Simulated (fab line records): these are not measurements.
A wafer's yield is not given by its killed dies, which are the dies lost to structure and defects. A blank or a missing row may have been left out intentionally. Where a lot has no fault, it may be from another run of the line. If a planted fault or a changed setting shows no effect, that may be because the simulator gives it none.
fab line records	flow nand_harc
[record] lots = 24	wafers = 72	last_day = 33
route steps=1302 shown A_BLC@1125 A_M0@1148 A_M1@1181 A_BONDPAD@1222
lots that met no fault: from a run of the same line without faults
start_h: start of the lot's first displayed wafer, in hours after the record's first day	wait_h: hours since the lot's step before	" unchanged from the row above	L1.1+2: one row covering several wafers at once	- no value present, or no start provided	* or withheld: withheld	< > ~ a bound
route shown NAME@n: a module of which the file shows steps, and the number in the route of the first	usual: average and standard deviation across the fault-free wafers	same: alike in all rows	chamber/n: place in a boat	sites: the reading at each site	_std_site: standard deviation across them	_edge_site: inner sites' mean taken away from outer sites' mean	radius_mm: how far each site lies from the wafer's centre	mask NAME#n: copy n	behind: tool/chamber where the wafer was last shaped	hold: what put the lot on hold/how long, in hours/how the hold closed	device: the n, p or np transistor that did not switch	end of line: the route-end tests of the same wafers	where a step has no rows: the recipe by itself	killed: the dies lost at the first sort to structure and to defects; this is not the yield of the wafer	map: per-die view of a wafer (x killed, . not killed, _ where there is no die)
set.NAME: the setting that was run; set.NAME@STEP: the one run at that earlier step	model.NAME: the simulator's own value behind a step, which no gauge read
a sample of lots followed through the steps of the route, with each step as a table and each wafer as a row
services: when a tool's chamber went out of use (start_h, in hours from the record's first day, below 0 if earlier), for how many hours, and the reason
[[steps]]
[step NHARC_A_BLC_STRIP_29]
[recipe] cf4_flow_sccm = 150	ar_flow_sccm = 0	bias_w = 0	chemistry = CF4
[usual] drypump_motor_current_A = 5.5/0.54	oes_product_au = 1.004/0.015	rf_vpp_V = 59.1/0.87	showerhead_plenum_p_Torr = 1.72/0.034	throttle_valve_pct = 13.285/0.0093
lot.wafer	tool	chamber	start_h	wait_h	drypump_motor_current_A	oes_product_au	rf_hours_counter_h	rf_vpp_V	showerhead_plenum_p_Torr	throttle_valve_pct
L074.1	rie_diel-03	1	510.16	0.1	5.4	0.993	3	58.7	1.76	13.282
L074.5	"	1	"	"	5.4	0.998	-	57.9	1.76	13.299
L074.6	"	2	"	"	5.0	0.989	-	59.7	1.71	13.266
L075.2	rie_diel-03	2	526.12	0.1	5.0	0.982	4	58.3	1.71	13.282
L075.1	"	1	"	"	5.4	0.999	4	57.8	1.76	13.284
L075.5	"	2	"	"	5.1	0.979	-	60.0	1.71	13.264
L076.1	rie_diel-11	1	532.17	0.1	6.4	0.993	7	58.7	1.75	13.284
L076.3	"	0	"	"	5.5	1.022	7	58.7	1.68	13.300
L076.5	"	1	"	"	6.5	0.991	-	56.9	1.75	13.291
L078.2	rie_diel-03	1	538.34	0.1	5.4	1.005	6	59.2	1.76	13.301
L078.1	"	2	"	"	5.0	0.987	5	59.9	1.71	13.276
L078.4	"	3	"	"	5.3	1.010	5	58.5	1.76	13.281
L077.1	rie_diel-11	1	556.67	0.1	6.5	0.996	10	60.2	1.75	13.286
L077.2	"	3	"	"	6.2	1.010	9	60.7	1.74	13.291
L077.6	"	1	"	"	6.5	1.001	-	59.5	1.75	13.298
L080.2	rie_diel-03	0	573.58	0.1	5.4	1.019	8	59.6	1.68	13.293
L080.4	"	0	"	"	5.4	1.028	-	58.5	1.68	13.279
L080.5	"	2	"	"	5.0	0.992	-	58.7	1.71	13.287
L079.2	rie_diel-03	1	581.58	0.1	5.4	1.001	7	58.6	1.76	13.287
L079.4	"	2	"	"	5.0	0.990	8	58.8	1.71	13.279
L079.3	"	3	"	"	5.3	0.989	7	58.1	1.76	13.280
L081.4	rie_diel-11	1	585.37	0.1	6.5	0.985	12	58.4	1.75	13.279
L081.3	"	2	"	"	4.8	0.996	12	59.2	1.68	13.302
L081.6	"	1	"	"	6.5	0.990	-	59.3	1.75	13.272
L082.2	rie_diel-03	2	596.92	0.1	5.0	0.978	9	58.3	1.71	13.292
L082.6	"	1	"	"	5.4	1.000	-	60.2	1.76	13.275
L082.5	"	2	"	"	5.0	0.984	-	60.2	1.71	13.279
L084.4	rie_diel-03	2	611.74	0.1	5.0	0.973	10	57.5	1.71	13.279
L084.1	"	1	"	"	5.4	0.993	9	59.6	1.76	13.289
L084.6	"	3	"	"	5.3	0.997	-	59.4	1.76	13.279
L083.1	rie_diel-11	3	619.22	0.1	6.2	1.009	0	58.3	1.74	13.275
L083.6	"	3	"	"	6.2	1.013	-	59.4	1.74	13.286
L083.5	"	0	"	"	5.5	1.019	-	60.5	1.68	13.275
L086.2	rie_diel-03	3	623.51	0.1	5.3	1.006	10	61.0	1.76	13.282
L086.1	"	0	"	"	5.4	1.025	11	59.0	1.68	13.285
L086.3	"	2	"	"	5.0	0.982	11	58.4	1.71	13.287
L085.2	rie_diel-03	3	624.63	0.1	5.3	0.999	10	58.2	1.76	13.277
L085.3	"	1	"	"	5.4	1.004	10	59.8	1.76	13.282
L085.5	"	3	"	"	5.3	0.989	-	60.9	1.76	13.286
L088.3	rie_diel-03	3	655.68	0.1	5.3	1.015	2	59.5	1.76	13.298
L088.1	"	0	"	"	5.4	1.009	2	59.5	1.68	13.296
L088.6	"	3	"	"	5.3	1.011	-	57.9	1.76	13.287
L089.4	rie_diel-11	2	657.38	0.1	4.8	1.001	4	59.2	1.68	13.281
L089.1	"	3	"	"	6.2	1.021	4	60.2	1.74	13.291
L089.6	"	3	"	"	6.2	1.012	-	59.5	1.74	13.296
L087.3	rie_diel-03	2	663.27	0.1	5.0	1.002	2	57.7	1.71	13.288
L087.4	"	3	"	"	5.3	1.023	2	59.8	1.76	13.281
L087.6	"	0	"	"	5.4	1.005	-	59.8	1.68	13.282
L091.1	rie_diel-11	2	669.35	0.1	4.8	0.991	6	59.8	1.68	13.300
L091.5	"	2	"	"	4.8	0.994	-	57.0	1.68	13.282
L091.6	"	3	"	"	6.2	1.009	-	59.1	1.74	13.272
L090.1	rie_diel-11	3	669.69	0.1	6.2	1.013	6	60.0	1.74	13.293
L090.3	"	2	"	"	4.8	1.006	6	60.6	1.68	13.277
L090.6	"	0	"	"	5.5	1.024	-	58.9	1.68	13.274
L093.3	rie_diel-11	1	711.79	0.1	6.4	0.997	8	59.5	1.74	13.294
L093.2	"	0	"	"	5.5	1.034	8	58.1	1.68	13.276
L093.6	"	0	"	"	5.5	1.034	-	60.3	1.68	13.299
L092.3	rie_diel-11	1	714.02	0.1	6.4	0.998	8	59.9	1.74	13.273
L092.1	"	3	"	"	6.2	1.012	8	60.4	1.74	13.280
L092.4	"	1	"	"	6.5	0.994	-	60.0	1.74	13.281
L094.4	rie_diel-11	1	720.39	0.1	6.5	0.987	8	57.6	1.74	13.283
L094.3	"	3	"	"	6.2	1.016	8	57.4	1.74	13.301
L094.6	"	2	"	"	4.8	0.990	-	59.1	1.68	13.294
L095.2	rie_diel-03	3	728.83	0.1	5.3	1.032	5	58.6	1.76	13.284
L095.3	"	0	"	"	5.4	1.020	5	59.0	1.68	13.280
L095.6	"	3	"	"	5.3	1.021	-	59.2	1.76	13.288
L096.3	rie_diel-11	0	736.54	0.1	5.5	1.031	9	59.0	1.68	13.283
L096.4	"	3	"	"	6.2	1.022	10	58.7	1.74	13.285
L096.6	"	1	"	"	6.5	0.986	-	58.7	1.74	13.283
L097.3	rie_diel-11	2	746.25	0.1	4.8	1.012	10	57.6	1.68	13.294
L097.1	"	3	"	"	6.2	1.007	10	60.1	1.74	13.294
L097.6	"	2	"	"	4.8	1.004	-	59.1	1.68	13.302
[step NHARC_A_BLC_PVD_32]
[recipe] target_thk_a = 50	chamber_pressure_pa = 5	power_w = 5000	substrate_temp_c = 200	time_s = 17.7	material = Ti
[usual] throttle_valve_pct = 30.2/0.89
lot.wafer	tool	chamber	start_h	wait_h	throttle_valve_pct
L074.1	pvd_sputter-02	-	-	-	30.7
L074.6	"	-	"	"	30.8
L074.5	"	-	"	"	31.0
L075.2	pvd_sputter-01	-	-	-	31.2
L075.1	"	-	"	"	30.5
L075.5	"	-	"	"	31.2
L076.1	pvd_sputter-01	-	-	-	30.2
L076.3	"	-	"	"	30.1
L076.5	"	-	"	"	29.2
L078.1	pvd_sputter-01	-	-	-	31.1
L078.4	"	-	"	"	29.1
L078.2	"	-	"	"	30.0
L077.1	pvd_sputter-03	-	-	-	28.6
L077.2	"	-	"	"	29.8
L077.6	"	-	"	"	30.1
L080.2	pvd_sputter-01	-	-	-	30.8
L080.4	"	-	"	"	30.4
L080.5	"	-	"	"	29.0
L079.3	pvd_sputter-03	-	-	-	29.9
L079.2	"	-	"	"	29.0
L079.4	"	-	"	"	27.6
L081.4	pvd_sputter-02	-	-	-	30.1
L081.3	"	-	"	"	31.8
L081.6	"	-	"	"	31.4
L082.2	pvd_sputter-02	-	-	-	30.9
L082.5	"	-	"	"	30.6
L082.6	"	-	"	"	31.4
L084.1	pvd_sputter-02	-	-	-	31.5
L084.4	"	-	"	"	30.2
L084.6	"	-	"	"	31.5
L083.1	pvd_sputter-02	-	-	-	31.5
L083.5	"	-	"	"	29.9
L083.6	"	-	"	"	31.4
L086.1	pvd_sputter-02	-	-	-	30.7
L086.2	"	-	"	"	31.2
L086.3	"	-	"	"	30.1
L085.3	pvd_sputter-02	-	-	-	30.7
L085.2	"	-	"	"	31.2
L085.5	"	-	"	"	30.6
L088.1	pvd_sputter-03	-	656.38	-	29.7
L088.3	"	-	"	"	30.1
L088.6	"	-	"	"	30.0
L089.4	pvd_sputter-03	-	-	-	30.0
L089.1	"	-	"	"	28.8
L089.6	"	-	"	"	28.9
L087.4	pvd_sputter-01	-	-	-	29.6
L087.3	"	-	"	"	30.2
L087.6	"	-	"	"	30.4
L091.1	pvd_sputter-03	-	-	-	29.8
L091.6	"	-	"	"	29.7
L091.5	"	-	"	"	29.0
L090.3	pvd_sputter-01	-	-	-	30.8
L090.1	"	-	"	"	29.2
L090.6	"	-	"	"	31.0
L093.3	pvd_sputter-01	-	-	-	30.3
L093.2	"	-	"	"	29.3
L093.6	"	-	"	"	30.4
L092.1	pvd_sputter-02	-	-	-	32.1
L092.4	"	-	"	"	30.8
L092.3	"	-	"	"	29.9
L094.3	pvd_sputter-03	-	-	-	29.5
L094.4	"	-	"	"	29.3
L094.6	"	-	"	"	29.8
L095.3	pvd_sputter-01	-	-	-	30.8
L095.2	"	-	"	"	29.6
L095.6	"	-	"	"	30.0
L096.3	pvd_sputter-01	-	-	-	30.2
L096.4	"	-	"	"	29.5
L096.6	"	-	"	"	30.3
L097.3	pvd_sputter-01	-	-	-	31.0
L097.1	"	-	"	"	29.5
L097.6	"	-	"	"	30.2
[step NHARC_A_M0_OVL_MEAS_10]
[recipe] pitch_nm = 160
[usual] overlay_x_nm = -0.1/0.94	overlay_y_nm = -0.1/0.92
lot.wafer	tool	chamber	start_h	wait_h	overlay_x_nm	overlay_y_nm
L074.1	overlay-02	-	513.06	-	-0.7	1.5
L074.5	"	-	"	"	-0.3	1.7
L074.6	"	-	"	"	-1.0	1.1
L075.1	overlay-02	-	528.91	-	1.5	0.0
L075.2	"	-	"	"	1.4	0.8
L075.5	"	-	"	"	2.1	0.7
L076.1	overlay-02	-	535.19	-	-0.2	-1.1
L076.3	"	-	"	"	0.1	-1.1
L076.5	"	-	"	"	-0.5	-1.1
L078.1	overlay-02	-	541.84	-	-0.3	0.1
L078.2	"	-	"	"	0.2	-0.2
L078.4	"	-	"	"	-0.1	0.0
L077.1	overlay-02	-	559.57	-	-1.4	1.0
L077.2	"	-	"	"	-0.7	0.3
L077.6	"	-	"	"	-0.8	0.7
L080.2	overlay-01	-	576.52	-	0.1	0.3
L080.4	"	-	"	"	-0.4	0.7
L080.5	"	-	"	"	0.0	0.4
L079.2	overlay-02	-	584.35	-	0.6	-1.2
L079.3	"	-	"	"	0.2	-0.5
L079.4	"	-	"	"	0.8	-0.6
L081.3	overlay-02	-	588.30	-	-0.3	1.0
L081.4	"	-	"	"	-0.6	0.3
L081.6	"	-	"	"	-0.6	0.7
L082.2	overlay-01	-	599.79	-	0.5	-1.5
L082.5	"	-	"	"	0.4	-1.0
L082.6	"	-	"	"	0.6	-1.0
L084.1	overlay-02	-	614.69	-	-1.1	-1.5
L084.4	"	-	"	"	-0.2	-0.9
L084.6	"	-	"	"	-0.8	-2.0
L083.1	overlay-01	-	622.13	-	-0.3	0.3
L083.5	"	-	"	"	-0.7	0.5
L083.6	"	-	"	"	-0.3	0.5
L086.1	overlay-02	-	626.27	-	0.6	0.8
L086.2	"	-	"	"	0.6	0.4
L086.3	"	-	"	"	0.5	1.4
L085.2	overlay-01	-	627.42	-	-0.1	-0.1
L085.3	"	-	"	"	-0.4	-0.1
L085.5	"	-	"	"	-0.2	0.7
L088.1	overlay-01	-	658.60	-	0.3	0.5
L088.3	"	-	"	"	-0.3	0.1
L088.6	"	-	"	"	0.0	0.7
L089.1	overlay-01	-	660.28	-	0.2	0.8
L089.4	"	-	"	"	-0.3	0.4
L089.6	"	-	"	"	0.4	0.2
L087.3	overlay-01	-	666.17	-	-0.8	-0.3
L087.4	"	-	"	"	0.1	-0.4
L087.6	"	-	"	"	-0.4	-0.2
L091.1	overlay-01	-	672.15	-	0.4	0.4
L091.5	"	-	"	"	0.6	0.3
L091.6	"	-	"	"	-0.1	0.6
L090.1	overlay-01	-	672.59	-	-0.8	-0.4
L090.3	"	-	"	"	-0.3	0.4
L090.6	"	-	"	"	-1.0	0.6
L093.2	overlay-01	-	714.72	-	-2.0	0.0
L093.3	"	-	"	"	-2.1	-0.3
L093.6	"	-	"	"	-1.6	-0.7
L092.1	overlay-01	-	716.83	-	0.3	0.7
L092.3	"	-	"	"	0.6	0.2
L092.4	"	-	"	"	0.4	0.4
L094.3	overlay-01	-	723.29	-	1.1	-0.8
L094.4	"	-	"	"	1.0	-1.0
L094.6	"	-	"	"	0.7	-0.3
L095.2	overlay-01	-	731.59	-	-1.7	1.0
L095.3	"	-	"	"	-1.9	1.3
L095.6	"	-	"	"	-1.5	0.6
L096.3	overlay-02	-	739.59	-	2.0	-1.9
L096.4	"	-	"	"	2.1	-2.7
L096.6	"	-	"	"	1.9	-2.9
L097.1	overlay-02	-	749.16	-	-0.2	-0.2
L097.3	"	-	"	"	-1.1	-0.2
L097.6	"	-	"	"	-0.2	-0.1
[step NHARC_A_M0_DEGAS_28]
[recipe] temp_c = 250	time_s = 60
[usual] heater_power_w = 335/23
lot.wafer	tool	chamber	start_h	wait_h	heater_power_w
L074.1	pvd_sputter-01	-	514.10	-	296
L074.6	"	-	"	"	327
L074.5	"	-	"	"	357
L075.1	pvd_sputter-02	-	529.94	-	328
L075.2	"	-	"	"	315
L075.5	"	-	"	"	358
L076.3	pvd_sputter-02	-	536.20	-	373
L076.1	"	-	"	"	303
L076.5	"	-	"	"	312
L078.1	pvd_sputter-03	-	542.91	-	365
L078.2	"	-	"	"	347
L078.4	"	-	"	"	365
L077.1	pvd_sputter-03	-	560.59	-	323
L077.2	"	-	"	"	369
L077.6	"	-	"	"	349
L080.2	pvd_sputter-03	-	577.55	-	356
L080.4	"	-	"	"	358
L080.5	"	-	"	"	366
L079.2	pvd_sputter-03	-	585.37	-	316
L079.3	"	-	"	"	354
L079.4	"	-	"	"	350
L081.3	pvd_sputter-01	-	589.31	-	353
L081.4	"	-	"	"	319
L081.6	"	-	"	"	332
L082.2	pvd_sputter-01	-	600.81	-	316
L082.5	"	-	"	"	325
L082.6	"	-	"	"	291
L084.1	pvd_sputter-02	-	615.70	-	304
L084.4	"	-	"	"	356
L084.6	"	-	"	"	309
L083.1	pvd_sputter-03	-	623.15	-	321
L083.5	"	-	"	"	344
L083.6	"	-	"	"	368
L086.2	pvd_sputter-03	-	627.29	-	315
L086.3	"	-	"	"	342
L086.1	"	-	"	"	341
L085.2	pvd_sputter-02	-	628.43	-	323
L085.3	"	-	"	"	363
L085.5	"	-	"	"	367
L088.1	pvd_sputter-01	-	659.62	-	328
L088.3	"	-	"	"	346
L088.6	"	-	"	"	283
L089.1	pvd_sputter-03	-	661.30	-	351
L089.4	"	-	"	"	349
L089.6	"	-	"	"	345
L087.4	pvd_sputter-02	-	667.19	-	333
L087.3	"	-	"	"	341
L087.6	"	-	"	"	300
L091.1	pvd_sputter-02	-	673.19	-	332
L091.5	"	-	"	"	342
L091.6	"	-	"	"	352
L090.1	pvd_sputter-03	-	673.61	-	326
L090.3	"	-	"	"	356
L090.6	"	-	"	"	350
L093.3	pvd_sputter-03	-	715.75	-	335
L093.2	"	-	"	"	322
L093.6	"	-	"	"	365
L092.4	pvd_sputter-02	-	717.85	-	354
L092.3	"	-	"	"	344
L092.1	"	-	"	"	337
L094.3	pvd_sputter-02	-	724.31	-	342
L094.4	"	-	"	"	305
L094.6	"	-	"	"	341
L095.2	pvd_sputter-02	-	732.62	-	350
L095.3	"	-	"	"	361
L095.6	"	-	"	"	303
L096.3	pvd_sputter-01	-	740.67	-	283
L096.4	"	-	"	"	313
L096.6	"	-	"	"	313
L097.1	pvd_sputter-01	-	750.32	-	323
L097.3	"	-	"	"	323
L097.6	"	-	"	"	321
[step NHARC_A_M1_INSPECT_11]
[usual] raw_defect_count = 91/39
lot.wafer	tool	chamber	start_h	wait_h	raw_defect_count
L074.1	defect_inspect-01	-	517.07	0.0	144
L074.5	"	-	"	"	136
L074.6	"	-	"	"	153
L075.1	defect_inspect-02	-	532.99	0.0	56
L075.2	"	-	"	"	62
L075.5	"	-	"	"	79
L076.1	defect_inspect-02	-	539.25	0.0	108
L076.3	"	-	"	"	113
L076.5	"	-	"	"	127
L078.1	defect_inspect-01	-	546.40	0.0	126
L078.2	"	-	"	"	114
L078.4	"	-	"	"	102
L077.1	defect_inspect-02	-	563.66	0.0	115
L077.2	"	-	"	"	94
L077.6	"	-	"	"	96
L080.2	defect_inspect-01	-	580.61	0.0	80
L080.4	"	-	"	"	75
L080.5	"	-	"	"	67
L079.2	defect_inspect-01	-	588.32	0.0	69
L079.3	"	-	"	"	69
L079.4	"	-	"	"	74
L081.3	defect_inspect-01	-	592.35	0.0	74
L081.4	"	-	"	"	60
L081.6	"	-	"	"	53
L082.2	defect_inspect-01	-	603.89	0.0	160
L082.5	"	-	"	"	189
L082.6	"	-	"	"	163
L084.1	defect_inspect-01	-	618.77	0.0	66
L084.4	"	-	"	"	71
L084.6	"	-	"	"	78
L083.1	defect_inspect-01	-	626.07	0.0	123
L083.5	"	-	"	"	142
L083.6	"	-	"	"	132
L086.1	defect_inspect-02	-	630.60	0.0	54
L086.2	"	-	"	"	52
L086.3	"	-	"	"	53
L085.2	defect_inspect-01	-	631.50	0.0	116
L085.3	"	-	"	"	111
L085.5	"	-	"	"	108
L088.1	defect_inspect-01	-	662.61	0.0	43
L088.3	"	-	"	"	49
L088.6	"	-	"	"	42
L089.1	defect_inspect-02	-	664.38	0.0	116
L089.4	"	-	"	"	116
L089.6	"	-	"	"	132
L087.3	defect_inspect-02	-	670.30	0.0	92
L087.4	"	-	"	"	96
L087.6	"	-	"	"	99
L091.1	defect_inspect-01	-	676.30	0.0	168
L091.5	"	-	"	"	157
L091.6	"	-	"	"	157
L090.1	defect_inspect-02	-	676.79	0.0	36
L090.3	"	-	"	"	26
L090.6	"	-	"	"	18
L093.2	defect_inspect-01	-	718.70	0.0	97
L093.3	"	-	"	"	116
L093.6	"	-	"	"	117
L092.1	defect_inspect-01	-	720.95	0.0	40
L092.3	"	-	"	"	29
L092.4	"	-	"	"	39
L094.3	defect_inspect-01	-	727.27	0.0	139
L094.4	"	-	"	"	125
L094.6	"	-	"	"	124
L095.2	defect_inspect-02	-	735.71	0.0	51
L095.3	"	-	"	"	36
L095.6	"	-	"	"	35
L096.3	defect_inspect-01	-	743.78	0.0	65
L096.4	"	-	"	"	61
L096.6	"	-	"	"	70
L097.1	defect_inspect-01	-	753.84	0.0	73
L097.3	"	-	"	"	67
L097.6	"	-	"	"	61
[step NHARC_A_BONDPAD_STRIP_15]
[recipe] o2_flow_sccm = 500	ar_flow_sccm = 0	bias_w = 0	chemistry = O2
[usual] drypump_motor_current_A = 5.8/0.39	o2_flow_sccm = 500.1/1.4	oes_product_au = 1.000/0.015	rf_vpp_V = 58.0/0.86	showerhead_plenum_p_Torr = 3.58/0.18	throttle_valve_pct = 17.037/0.0091
lot.wafer	tool	chamber	start_h	wait_h	drypump_motor_current_A	o2_flow_sccm	oes_product_au	rf_hours_counter_h	rf_vpp_V	showerhead_plenum_p_Torr	throttle_valve_pct
L074.1	rie_diel-07	3	522.77	0.1	6.4	505.3	1.012	1	58.5	3.73	17.038
L074.5	"	2	"	"	5.7	498.6	1.010	-	57.6	3.43	17.037
L074.6	"	3	"	"	6.4	504.0	1.016	-	59.3	3.73	17.034
L075.2	rie_diel-10	0	538.22	0.1	6.1	500.0	0.993	40	57.0	3.28	17.041
L075.1	"	2	"	"	5.6	500.5	1.018	34	57.5	3.27	17.034
L075.5	"	0	"	"	6.1	500.0	0.996	-	58.0	3.28	17.028
L076.1	rie_diel-07	1	544.54	0.1	5.2	500.3	1.010	1	57.3	3.59	17.037
L076.3	"	2	"	"	5.7	499.1	0.994	1	57.7	3.43	17.032
L076.5	"	0	"	"	6.3	499.5	1.005	-	57.4	3.48	17.041
L078.2	rie_diel-07	3	551.61	0.1	6.4	499.1	1.003	1	58.3	3.73	17.039
L078.4	"	1	"	"	5.2	500.0	1.006	1	59.3	3.60	17.044
L078.1	"	2	"	"	5.7	501.1	0.993	1	56.1	3.43	17.029
L077.1	rie_diel-10	2	568.75	0.1	5.5	500.4	1.009	46	57.1	3.27	17.049
L077.2	"	1	"	"	5.2	498.8	0.990	46	59.1	3.62	17.062
L077.6	"	2	"	"	5.5	501.4	0.999	-	58.1	3.27	17.022
L080.2	rie_diel-07	0	585.77	0.1	6.3	500.6	1.013	2	57.0	3.48	17.051
L080.4	"	2	"	"	5.7	500.4	0.992	3	58.4	3.43	17.032
L080.5	"	0	"	"	6.3	501.4	1.010	-	57.0	3.48	17.019
L079.3	rie_diel-10	3	594.05	0.1	6.1	502.1	0.986	63	57.0	3.48	17.040
L079.4	"	0	"	"	6.2	498.5	0.980	63	57.7	3.27	17.030
L079.2	"	1	"	"	5.2	501.2	0.997	55	57.9	3.61	17.040
L081.3	rie_diel-07	0	597.92	0.1	6.3	499.4	1.009	3	58.0	3.48	17.043
L081.4	"	1	"	"	5.2	499.7	0.993	-	57.7	3.59	17.046
L081.6	"	2	"	"	5.7	499.4	0.988	-	58.5	3.43	17.033
L082.2	rie_diel-12	3	609.46	0.1	5.4	499.3	1.014	29	59.0	3.68	17.042
L082.6	"	0	"	"	5.6	499.3	0.997	-	59.2	3.79	17.027
L082.5	"	1	"	"	6.1	502.5	1.004	-	57.5	3.27	17.028
L084.4	rie_diel-10	2	623.86	0.1	5.6	501.2	1.018	6	57.7	3.80	17.031
L084.1	"	3	"	"	6.1	501.0	0.996	6	57.3	3.48	17.041
L084.6	"	0	"	"	6.1	499.7	0.975	-	58.2	3.80	17.035
L083.1	rie_diel-10	2	631.31	0.1	5.6	498.5	1.018	10	58.5	3.80	17.027
L083.6	"	2	"	"	5.6	500.2	1.012	-	58.1	3.80	17.037
L083.5	"	3	"	"	6.1	502.1	1.003	-	59.1	3.48	17.029
L086.3	rie_diel-12	0	635.82	0.1	5.6	501.9	0.992	0	59.0	3.79	17.039
L086.2	"	1	"	"	6.1	499.2	0.975	0	57.4	3.81	17.031
L086.1	"	3	"	"	5.5	502.2	1.037	0	58.4	3.68	17.037
L085.2	rie_diel-12	3	636.67	0.1	5.5	498.8	1.019	0	57.5	3.68	17.038
L085.3	"	0	"	"	5.6	498.1	1.003	0	57.7	3.79	17.036
L085.5	"	0	"	"	5.5	499.4	1.001	-	60.1	3.79	17.024
L088.3	rie_diel-12	1	668.05	0.1	6.1	499.0	0.975	5	58.2	3.81	17.038
L088.1	"	0	"	"	5.5	501.6	0.989	5	58.9	3.79	17.028
L088.6	"	1	"	"	6.0	499.1	0.973	-	59.3	3.80	17.045
L089.4	rie_diel-12	0	669.65	0.1	5.6	502.3	0.994	5	58.1	3.79	17.022
L089.1	"	2	"	"	5.9	498.0	0.988	3	56.2	3.28	17.019
L089.6	"	1	"	"	6.1	498.5	0.977	-	57.9	3.81	17.035
L087.4	rie_diel-07	2	675.60	0.1	5.7	501.2	1.004	1	57.1	3.43	17.024
L087.3	"	0	"	"	6.3	499.7	1.011	1	56.6	3.48	17.027
L087.6	"	3	"	"	6.4	498.2	1.021	-	59.3	3.72	17.033
L091.1	rie_diel-12	1	681.41	0.1	6.0	499.3	0.978	6	57.9	3.80	17.040
L091.5	"	1	"	"	6.1	500.3	0.982	-	58.3	3.80	17.047
L091.6	"	2	"	"	5.9	501.0	0.979	-	58.1	3.28	17.027
L090.1	rie_diel-12	3	682.58	0.1	5.5	501.5	1.020	6	56.8	3.67	17.033
L090.3	"	1	"	"	6.0	501.2	0.985	6	59.5	3.80	17.043
L090.6	"	3	"	"	5.4	501.4	1.018	-	59.6	3.67	17.041
L093.3	rie_diel-07	0	723.82	0.1	6.3	501.3	1.002	2	58.4	3.48	17.042
L093.2	"	1	"	"	5.2	501.0	1.016	1	58.3	3.59	17.022
L093.6	"	2	"	"	5.7	497.9	0.991	-	57.4	3.42	17.049
L092.1	rie_diel-12	0	725.97	0.1	5.6	500.3	0.991	13	57.2	3.78	17.027
L092.4	"	1	"	"	6.1	499.3	0.969	15	57.1	3.80	17.049
L092.3	"	2	"	"	5.9	500.3	0.980	12	57.8	3.28	17.020
L094.3	rie_diel-07	3	732.64	0.1	6.4	499.3	1.033	2	58.6	3.72	17.048
L094.4	"	0	"	"	6.3	500.7	1.005	2	58.3	3.48	17.045
L094.6	"	2	"	"	5.7	499.2	0.998	-	56.8	3.42	17.043
L095.2	rie_diel-07	0	740.80	0.1	6.3	497.4	1.002	2	57.4	3.48	17.049
L095.3	"	1	"	"	5.3	500.7	1.009	2	58.3	3.59	17.035
L095.6	"	1	"	"	5.2	499.6	1.010	-	58.4	3.59	17.027
L096.4	rie_diel-07	1	748.92	0.1	5.2	498.4	1.009	2	58.6	3.59	17.049
L096.3	"	2	"	"	5.7	501.2	1.011	2	58.9	3.42	17.052
L096.6	"	2	"	"	5.7	499.7	1.002	-	58.1	3.42	17.034
L097.3	rie_diel-07	1	759.04	0.1	5.2	499.9	1.007	3	58.6	3.59	17.042
L097.1	"	2	"	"	5.7	500.7	0.995	3	57.2	3.42	17.030
L097.6	"	1	"	"	5.2	500.8	1.003	-	57.6	3.59	17.048
[[services]]
tool	chamber	start_h	hours	kind
pvd_sputter-03	-	524.13	2.9	repair
pvd_sputter-03	-	527.05	10.0	pm
pvd_sputter-02	-	538.09	5.6	repair
rie_diel-10	2	543.91	4.8	repair
rie_diel-07	0	555.03	3.6	repair
pvd_sputter-01	-	559.20	3.8	repair
rie_diel-03	1	565.57	12.8	repair
pvd_sputter-01	-	590.41	10.0	pm
rie_diel-07	-	594.58	2.3	repair
rie_diel-10	-	598.86	9.0	pm
rie_diel-11	-	609.51	9.0	pm
pvd_sputter-01	-	619.70	1.6	repair
rie_diel-12	-	622.40	9.0	pm
rie_diel-12	2	632.62	14.1	repair
rie_diel-03	-	635.71	9.0	pm
rie_diel-10	0	635.75	1.2	repair
rie_diel-07	-	648.20	9.0	pm
pvd_sputter-02	-	656.25	10.0	pm
rie_diel-03	-	670.81	2.5	repair
rie_diel-03	1	689.01	3.2	repair
pvd_sputter-03	-	689.77	6.9	repair
rie_diel-11	-	690.97	1.0	repair
rie_diel-11	2	708.83	5.7	repair
pvd_sputter-02	-	718.56	2.4	repair
[[key]]
fault none
